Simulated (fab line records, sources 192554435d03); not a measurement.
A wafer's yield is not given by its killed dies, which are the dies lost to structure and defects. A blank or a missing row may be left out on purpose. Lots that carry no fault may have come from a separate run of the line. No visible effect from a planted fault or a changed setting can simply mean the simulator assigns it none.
A lot that was struck, set against a sound lot | flow n5-finfet | 25 steps out of a route of 1938
Sound: these wafers, L320.4, L320.5, L320.6. The struck wafers were L325.1, L325.4, L325.6. At the end, the cause is stated.
Order at every step that has rows: each side's tool, ch and its chambers, its first start. Under that, the readings that differ: sound wafers | struck wafers | difference of the means | sigmas: that difference in standard deviations of wafers without a fault.
alike: same words and numbers on both sides, and readings whose means sit less than 2 such deviations apart. not compared: any withheld reading, any reading some wafer has no value for, any bound like >300 that may hide the same value, and any number with overlapping values for which the record gives no deviation.
The two part at a step that has a row with sigmas, a row that says differs or no value, or rows on one side only. When numbers do not overlap yet have no deviation, they are printed without sigmas and do not part them. A reading that every wafer of one side lacks parts them only if that side has two wafers or more.

N5_BEOL_M9_THK_MEAS_53: measures by xrf.
  sound on film-metro-01, day 10 21:15; struck on film-metro-02, day 12 08:47
  alike: M9_THK
then, 2 steps without rows for these wafers: N5_BEOL_M9_PRE_CLEAN_55 (time 15 s); N5_BEOL_M9_DEP_56 (deposits SiCN from 3MS/NH3, target thk 15 nm, time 26.5 s).
N5_BEOL_M9_RS_MEAS_57: a four-point-probe measurement.
  sound on film-metro-02, day 10 21:25; struck on film-metro-01, day 12 08:56
  alike: M9_RS
N5_BEOL_M9_INSPECT_58: inspects for defects (darkfield).
  sound on defect-inspect-02, day 10 21:26; struck on defect-inspect-01, day 12 08:57
  alike: raw-defect-count
N5_BEOL_M10_ILD_DEP_00: deposits SiCOH lowk from DEMS/porogen, target thk 308.51 nm, time 58 s.
  sound on pecvd-04 ch 0,2, day 10 21:30; struck on pecvd-01 ch 0,1, day 12 08:59
  alike: heater-power-outer-w, heater-power-w, showerhead-plenum-p-Torr, showerhead-vpp-V, throttle-valve-pct
then, 1 step without rows for these wafers: N5_BEOL_M10_CURE_71 (cures SiCOH lowk, time 240 s).
N5_BEOL_M10_THK_MEAS_01:
  sound on film-metro-02, day 10 22:42; struck on film-metro-02, day 12 09:35
  alike: M10_ILD_THK
N5_BEOL_M10_PECVD_70: deposits SiO2 from TEOS/O2, target thk 20 nm, time 22.7 s.
  sound on pecvd-04 ch 0,2, day 10 22:45; struck on pecvd-04 ch 0,2, day 12 09:37
  alike: heater-power-outer-w, heater-power-w, showerhead-plenum-p-Torr, showerhead-vpp-V, throttle-valve-pct
N5_BEOL_M10_HM_DEP_02: deposits TiN, target thk 20 nm.
  sound on pvd-sputter-03, day 10 23:11; struck on pvd-sputter-01, day 12 11:07
  alike: throttle-valve-pct
then, 2 steps without rows for these wafers: N5_BEOL_M10_COAT_59 (time 60 s, resist thk 100 nm); N5_BEOL_M10_COAT_60 (time 60 s, resist thk 30 nm).
N5_BEOL_M10_COAT_05: resist thk 90 nm.
  sound on litho-track-05 ch 0, day 10 23:19; struck on litho-track-01 ch 0, day 12 11:15
  reading                                       | sound                | struck               | difference | sigmas
  spin-speed-rpm (rpm)                          | 1500.3 1500.4 1500.7 | 1561.1 1560.0 1561.5 | +60.4      | +72
  model.CAR-ArF_of_BEOL_M10_COAT_05.thk-nm (nm) | 90 89.8 90.2         | 88 88.4 88.6         | -2         |
  alike: dispense-pressure-kPa
then, 5 steps without rows for these wafers: N5_BEOL_M10_EBR_07; N5_BEOL_M10_SOFTBAKE_06 (time 60 s); N5_BEOL_M10_EXPOSE_08 (exposes mask M10); N5_BEOL_M10_PEB_09 (peb time 60 s); N5_BEOL_M10_DEVELOP_10 (develop time 30 s).
N5_BEOL_M10_CD_MEAS_11: target cd 64.1 nm.
  sound on cd-sem-03 ch 0, day 11 02:17; struck on cd-sem-03 ch 0, day 12 11:37
  alike: cd-nm
N5_BEOL_M10_OVL_MEAS_12:
  sound on overlay-02 ch 0, day 11 02:19; struck on overlay-01 ch 0, day 12 11:39
  alike: M10_OVL
N5_BEOL_M10_INSPECT_13: inspects for defects (brightfield).
  sound on defect-inspect-02, day 11 02:20; struck on defect-inspect-02, day 12 11:40
  alike: raw-defect-count
N5_BEOL_M10_DESCUM_16: chemistry O2, time 7.9 s.
  sound on rie-diel-02 ch 0,1,3, day 11 02:35; struck on rie-diel-02 ch 0,1,2, day 12 11:43
  alike: drypump-motor-current-A, oes-product-au, rf-vpp-V, showerhead-plenum-p-Torr, throttle-valve-pct
  not compared: rf-hours-counter-h
N5_BEOL_M10_ETCH_61: etches SiARC in CF4, target depth 39 nm, time 65 s.
  sound on rie-diel-02 ch 0,1,3, day 11 02:37; struck on rie-diel-02 ch 0,1,2, day 12 11:44
  reading                                       | sound          | struck       | difference | sigmas
  model.CAR-ArF_of_BEOL_M10_COAT_05.thk-nm (nm) | 55.6 55.4 55.6 | 53.6 54 54.2 | -1.6       |
  alike: drypump-motor-current-A, etch-rf-on-time-s, oes-product-au, rf-vpp-V, showerhead-plenum-p-Torr, throttle-valve-pct
  not compared: rf-hours-counter-h
N5_BEOL_M10_ETCH_62: etches SOC in N2/H2, target depth 110 nm, overetch 22 nm, time 165 s.
  sound on rie-diel-02 ch 0,1,3, day 11 02:43; struck on rie-diel-02 ch 0,1,2, day 12 11:47
  alike: drypump-motor-current-A, h2-flow-sccm, oes-product-au, rf-vpp-V, showerhead-plenum-p-Torr, throttle-valve-pct
  not compared: rf-hours-counter-h
-- record jumps: 2 days separate the struck wafers' starts on either side; left off in module BEOL_M10, taken up again in module PASSIVATION, whose first shown step is the route's number 1936 --
N5_PASSIVATION_PROBE_49:
  sound on prober-02, day 13 10:57; struck on prober-02, day 14 17:05
  alike: defect-limited-yield, killed_at_M0_to_M3, killed_at_M4_up, killed-at-contacts, killed-at-front-end, killed-at-other, killed-dies, killed-open, killed-short, sort_bin_4_leakage, sort_bin_5_function, sort_bin_6_memory, sort-n-pass, sort-yield-pct

## WHERE THEY PART
At N5_BEOL_M10_COAT_05 and nowhere else, as far as this record goes. Later steps at which nothing parts them and some readings are alike: N5_BEOL_M10_CD_MEAS_11, N5_BEOL_M10_OVL_MEAS_12, N5_BEOL_M10_INSPECT_13, N5_BEOL_M10_DESCUM_16, N5_BEOL_M10_ETCH_61, N5_BEOL_M10_ETCH_62, N5_PASSIVATION_PROBE_49.

WHY: the cause the simulator had injected
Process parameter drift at N5_BEOL_M10_COAT_05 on litho-track-01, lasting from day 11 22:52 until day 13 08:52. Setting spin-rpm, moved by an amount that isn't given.
